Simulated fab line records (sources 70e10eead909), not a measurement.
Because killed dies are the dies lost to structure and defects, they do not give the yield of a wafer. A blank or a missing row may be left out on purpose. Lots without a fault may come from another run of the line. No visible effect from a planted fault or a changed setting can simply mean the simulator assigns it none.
Chamber matching || flow nand harc || pecvd-03 running NHARC_THIN_TSV_DEP_43: 3 sister chambers
The step deposits SiO2, target thk 1328.5 nm. 3 wafers are shown with their chamber, then 9 later ones without.

WAFERS, EACH WITH ITS CHAMBER
{"wafer": "L470.4", "chamber": 2, "throttle valve pct (%)": 15.8}
{"wafer": "L476.5", "chamber": 0, "throttle valve pct (%)": 16.7}
{"wafer": "L476.6", "chamber": 1, "throttle valve pct (%)": 16.6}

WAFERS MISSING THEIR CHAMBER
{"wafer": "L478.3", "throttle valve pct (%)": 15.7}
{"wafer": "L478.4", "throttle valve pct (%)": 16.6}
{"wafer": "L478.6", "throttle valve pct (%)": 16.6}
{"wafer": "L479.1", "throttle valve pct (%)": 15.8}
{"wafer": "L479.2", "throttle valve pct (%)": 17.0}
{"wafer": "L479.6", "throttle valve pct (%)": 17.0}
{"wafer": "L481.1", "throttle valve pct (%)": 15.5}
{"wafer": "L481.3", "throttle valve pct (%)": 16.7}
{"wafer": "L481.6", "throttle valve pct (%)": 15.5}

WHICH CHAMBER EACH ONE RAN IN
{"wafer": "L478.3", "from the rows above": 2, "in truth": 2}
{"wafer": "L478.4", "from the rows above": "can't be placed: 1 or 0", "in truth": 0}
{"wafer": "L478.6", "from the rows above": "can't be placed: 1 or 0", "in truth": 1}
{"wafer": "L479.1", "from the rows above": 2, "in truth": 2}
{"wafer": "L479.2", "from the rows above": "can't be placed: 0 or 1", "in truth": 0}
{"wafer": "L479.6", "from the rows above": "can't be placed: 0 or 1", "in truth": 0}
{"wafer": "L481.1", "from the rows above": 2, "in truth": 2}
{"wafer": "L481.3", "from the rows above": "can't be placed: 0 or 1", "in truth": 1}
{"wafer": "L481.6", "from the rows above": 2, "in truth": 2}
4 of 9 placed correctly. From these rows, 5 cannot be placed; in 5 the true chamber is one of the candidates. 0 placed wrongly.
How it was worked out, from the rows above alone: a wafer's distance from a chamber is the root of the sum, over the readings, of the square of ((its reading less the chamber's mean) divided by the reading's scatter). The wafer belongs to the nearest chamber; if the next one is less than 2 further off, it can't be placed. The mean given for a chamber averages the wafers shown for that chamber. The scatter (one wafer shown for each chamber): square how far every hidden wafer sits from the nearest shown wafer, average those squares and take the square root.
